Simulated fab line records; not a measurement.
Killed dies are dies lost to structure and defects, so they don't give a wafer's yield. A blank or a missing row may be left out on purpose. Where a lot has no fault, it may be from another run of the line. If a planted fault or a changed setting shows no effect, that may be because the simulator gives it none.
A lot that was struck, set against a sound lot + flow n5_finfet + 16 steps out of a route of 1938
Sound: these wafers, L916.1, L916.3, L916.5. Struck: wafers L933.2, L933.6. (L933.5 of the same lot was not struck and is left out.) The cause comes at the end.
Order at every step that has rows: each side's tool, ch and its chambers, its first start. Under that, the readings that differ: sound wafers + struck wafers + difference of the means + sigmas: that difference in standard deviations of wafers without a fault.
alike: a reading whose means differ by less than 2 such deviations, as well as words and numbers matching on both sides. not compared: withheld readings; readings where some wafer has no value; bounds like >300 that might hide an equal value; numbers whose values overlap and for which the record gives no deviation.
The two part at a step that has a row with sigmas, a row that says differs or no value, or rows on one side only. Numbers that have no deviation but don't overlap get no sigmas and don't part them. Lack of a reading on every wafer of one side parts them only where that side has two or more wafers.

N5_MIM_TOP_LITHO_OVL_MEAS_11:
  sound on overlay-02 ch 0, day 11 17:35; struck on overlay-01 ch 0, day 17 17:09
  alike: MIM_TOP_OVL
N5_MIM_TOP_LITHO_INSPECT_12: inspects for defects (macro).
  struck on defect_inspect-01, day 17 17:11; sound on defect_inspect-01, day 11 17:37
  alike: raw_defect_count
N5_MIM_TOP_LITHO_DESCUM_10: chemistry O2, time 7.9 s.
  sound on rie_diel-06 ch 0,1, day 11 17:41; struck on rie_diel-04 ch 0,3, day 17 17:13
  alike: chamber_pressure_mTorr, drypump_motor_current_A, oes_product_au, rf_vpp_V, showerhead_plenum_p_Torr, throttle_valve_pct
  not compared: rf_hours_counter_h
N5_MIM_TOP_ETCH_ETCH_00: etches TiN in Cl2/BCl3, target depth 38.5 nm.
  sound on rie_metal-02 ch 0,1, day 11 17:46; struck on rie_metal-02 ch 1, day 17 17:18
  alike: bias_w, chamber_pressure_mTorr, drypump_motor_current_A, oes_product_au, throttle_valve_pct
  not compared: rf_hours_counter_h
N5_MIM_TOP_ETCH_STRIP_01: strips in O2.
  sound on rie_diel-02 ch 0,1,2, day 11 18:10; struck on rie_diel-03 ch 2,3, day 17 17:26
  alike: chamber_pressure_mTorr, drypump_motor_current_A, oes_product_au, rf_vpp_V, showerhead_plenum_p_Torr, throttle_valve_pct
  not compared: rf_hours_counter_h
N5_MIM_TOP_ETCH_PECVD_03: deposits SiNx from SiH4/NH3/N2, target thk 20 nm, time 17.6 s.
  sound on pecvd-03 ch 0,2, day 11 18:14; struck on pecvd-02 ch 1,2, day 17 17:30
| reading              | sound         | struck    | difference | sigmas |
|----------------------|---------------|-----------|------------|--------|
| showerhead_vpp_V (V) | 1027 999 1019 | 1148 1147 | +132       | +2     |
  alike: chamber_pressure_Torr, heater_power_w, showerhead_plenum_p_Torr, throttle_valve_pct
then, 6 steps without rows for these wafers: N5_MIM_BOT_LITHO_HMDS_01 (time 60 s); N5_MIM_BOT_LITHO_COAT_02; N5_MIM_BOT_LITHO_EBR_04; N5_MIM_BOT_LITHO_SOFTBAKE_03 (time 90 s); N5_MIM_BOT_LITHO_EXPOSE_05 (exposes mask MIM BOT); N5_MIM_BOT_LITHO_PEB_06.
N5_MIM_BOT_LITHO_DEVELOP_07: develop time 60 s.
  sound on litho_track-04 ch 0, day 11 18:29; struck on litho_track-02 ch 0, day 17 17:45
then, 1 step without rows for these wafers: N5_MIM_BOT_LITHO_HARDBAKE_09 (time 120 s).
N5_MIM_BOT_LITHO_CD_MEAS_08: target cd 3000 nm.
  sound on cd_sem-01 ch 0, day 11 18:35; struck on cd_sem-03 ch 0, day 17 17:52
| reading    | sound                | struck        | difference | sigmas |
|------------|----------------------|---------------|------------|--------|
| cd_nm (nm) | 3003.9 3006.2 3000.3 | 2994.3 2995.2 | -8.7       | -4     |
N5_MIM_BOT_LITHO_OVL_MEAS_11:
  sound on overlay-01 ch 0, day 11 18:37; struck on overlay-01 ch 0, day 17 17:53
  alike: MIM_BOT_OVL

== WHERE THEY PART ==
First at N5_MIM_TOP_ETCH_PECVD_03; last, within this record, at N5_MIM_BOT_LITHO_CD_MEAS_08. Later steps at which nothing parts them and some readings are alike: N5_MIM_BOT_LITHO_OVL_MEAS_11.

WHY: the cause the simulator had injected
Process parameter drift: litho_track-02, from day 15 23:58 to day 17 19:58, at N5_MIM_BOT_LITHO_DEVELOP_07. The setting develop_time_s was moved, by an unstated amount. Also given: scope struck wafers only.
